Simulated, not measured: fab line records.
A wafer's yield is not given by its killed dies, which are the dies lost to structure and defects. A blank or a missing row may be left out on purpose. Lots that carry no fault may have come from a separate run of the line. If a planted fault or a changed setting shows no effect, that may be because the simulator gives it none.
Comparing a struck lot with a sound one	flow nand harc	15 out of 1159 route steps
Sound: these wafers, L192.1, L192.3, L192.5. Wafers L198.2, L198.4, L198.6 were the ones struck. The cause is given at the end.
Per side, at each step with rows, come the tool, then ch with its chambers, and then its first start. Under that, the readings that differ: sound wafers	struck wafers	difference of the means	sigmas: that difference in standard deviations of wafers without a fault.
alike: readings whose means differ by less than 2 such deviations, and words and numbers that are the same on both sides. not compared: withheld readings, readings that some wafer has no value for, bounds like >300 that may hide the same value, and numbers for which the record gives no deviation and whose values overlap.
A row with sigmas, a row that says differs or no value, or rows on one side alone: a step with any of these is where the two part. Non-overlapping numbers with no deviation appear without sigmas and do not part them. A reading missing from all wafers of one side parts the sides only when that side holds two or more wafers.

first, 3 steps without rows for these wafers: NHARC_A_SGD_CUT_SRD_19; NHARC_A_SGD_CUT_DEP_20 (deposits SiO2, target thk 150 nm); NHARC_A_SGD_CUT_ANNEAL_27 (time 1800 s).
NHARC_A_SGD_CUT_CMP_21: polishes, target thk 148.19 nm.
  sound on cmp-03 ch 1,2, day 15 23:21; struck on cmp-02 ch 0,3, day 17 13:18
  alike: edge zone pressure frac, motor current A, time to endpoint s
NHARC_A_SGD_CUT_THK_MEAS_22: measures by ellipsometry.
  sound on film metro-01 at day 15 23:37; struck on film metro-02 at day 17 13:34
  alike: thk nm
then, 2 steps without rows for these wafers: NHARC_A_SGD_CUT_SRD_23; NHARC_A_SGD_CUT_ETCH_26 (etches SiO2 in dHF, target depth 45.8 nm).
NHARC_A_SGD_CUT_ETCHBACK_24: etches the open film in CH3F/O2, target depth 50 nm, time 92.857 s.
  sound on rie diel-11 ch 0,3, day 15 23:50; struck on rie diel-05 ch 0,1, day 17 13:47
  alike: drypump motor current A, oes product au, rf vpp V, showerhead plenum p Torr, throttle valve pct
  not compared: rf hours counter h
NHARC_A_SGD_CUT_STRIP_28: strips in O2, time 20 s.
  sound on rie diel-11 ch 0,1,3, day 16 00:01; struck on rie diel-05 ch 0,2,3
  alike: drypump motor current A, oes product au, rf vpp V, showerhead plenum p Torr, throttle valve pct
  not compared: rf hours counter h
NHARC_A_SGD_CUT_INSPECT_25:
  sound on defect inspect-01 at day 16 00:07; struck on defect inspect-01 at day 17 14:02
  alike: raw defect count
NHARC_A_SLIT_DEP_25: deposits SiO2, target thk 200 nm.
  sound on pecvd-02 ch 0,1, day 16 00:11; struck on pecvd-02 ch 0,1, day 17 14:08
  alike: chamber pressure Torr, flow sccm, heater power w, mfc precursor sccm, throttle valve pct
NHARC_A_SLIT_DEP_00: deposits aC, target thk 3200 nm.
  sound on acl dep-03 ch 0, day 16 03:57; struck on acl dep-01 ch 0, day 17 14:46
reading	sound	struck	difference	sigmas
susceptor temp C (C)	400.05 400.05 400.56	- - -	no value on the struck wafers	
  alike: throttle valve pct
NHARC_A_SLIT_DEP_23: deposits SiON, target thk 100 nm.
  sound on pecvd-02 ch 1,2, day 16 05:59; struck on pecvd-03 ch 0,2, day 17 16:28
  no value came back on the struck wafers for chamber pressure Torr (Torr), heater power outer w (W), heater power w (W); on the sound wafers chamber pressure Torr (Torr) reads 3.500 3.502 3.495
then, 1 step without rows for these wafers: NHARC_A_SLIT_DEHYDRATE_01 (time 120 s).
-- the record jumps here: 5 days lie between the struck wafers' starts before and after (it left off in module A_SLIT and takes up again in module END, whose first step shown is number 1159 of the route) --
NHARC_END_SORT_01:
  sound on prober-01 ch 0, day 21 15:29; struck on prober-02 ch 0, day 22 16:19
reading	sound	struck	difference	sigmas
hold	- - -	await dispo/4.2h/scrap await dispo/4.2h/scrap await dispo/4.2h/scrap	no value on the sound wafers	
killed at array	28 15 18	677 675 677	+656	+70
killed dies	28 16 20	677 677 677	+656	+73
  alike: killed at other, killed at periphery, killed open, killed short

## WHERE THEY PART
Last at NHARC_END_SORT_01 as far as this record goes, first at NHARC_A_SLIT_DEP_00.

WHY: what had been put in by the simulator
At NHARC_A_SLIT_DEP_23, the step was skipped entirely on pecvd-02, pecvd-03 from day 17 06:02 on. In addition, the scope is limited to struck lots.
